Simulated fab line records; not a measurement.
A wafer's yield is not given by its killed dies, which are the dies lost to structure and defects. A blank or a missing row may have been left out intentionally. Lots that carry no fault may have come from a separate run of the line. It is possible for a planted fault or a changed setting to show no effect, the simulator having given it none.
Matching of chambers -- flow n5 finfet -- rie diel-02 running N5_BEOL_M7_ETCH_65: 3 sister chambers
The step etches SiARC in CF4, target depth 15.6 nm, time 26 s. 14 wafers are shown with their chamber, then 5 later ones without.

## WAFERS WITH THEIR CHAMBER
wafer,chamber,drypump motor current A (A),showerhead plenum p Torr (Torr),oes product au (a.u.)
L074.2,1,6.0,2.03,0.61
L074.5,3,6.2,2.09,0.72
L074.6,0,5.2,2.14,0.65
L078.1,1,6.0,2.03,0.60
L078.2,0,5.2,2.13,0.64
L078.3,3,6.2,2.09,0.71
L084.1,1,6.0,2.03,0.60
L084.2,0,5.3,2.13,0.63
L084.5,0,5.2,2.13,0.63
L090.2,3,6.2,2.08,0.70
L090.3,3,6.2,2.08,0.70
L090.6,3,6.2,2.08,0.70
L091.1,3,6.2,2.08,0.69
L091.3,0,5.2,2.13,0.62

SIGNATURES (means of the wafers above)
reading,chamber 0,chamber 1,chamber 3,scatter within a chamber
drypump motor current A,5.220,6.000,6.200,0.027
showerhead plenum p Torr,2.1320,2.0300,2.0833,0.0044
oes product au,0.6340,0.6033,0.7033,0.0101
Rule: for a wafer and a chamber, the distance is found by dividing, reading by reading, the gap between the wafer's reading and the chamber's mean by the reading's scatter, squaring, summing and taking the root. If the next closest chamber is less than 2 further off than the closest, the wafer can't be placed; otherwise it belongs to the closest. The scatter: the root of (the sum of the squares of (reading less its chamber's mean) over the shown wafers, divided by (wafers less chambers)).

## WAFERS MISSING THEIR CHAMBER
wafer,drypump motor current A (A),showerhead plenum p Torr (Torr),oes product au (a.u.)
L091.6,6.0,2.02,0.59
L093.2,6.2,2.08,0.69
L093.5,5.3,2.12,0.62
L096.2,6.2,2.08,0.68
L096.5,6.2,2.08,0.68

## THE CHAMBER EACH PASSED THROUGH
wafer,from the rows above,in truth
L091.6,1,1
L093.2,3,3
L093.5,0,0
L096.2,3,3
L096.5,3,3
Correct placement for 5 of the 5. Number that these rows cannot place: 0. Wrongly placed: 0.
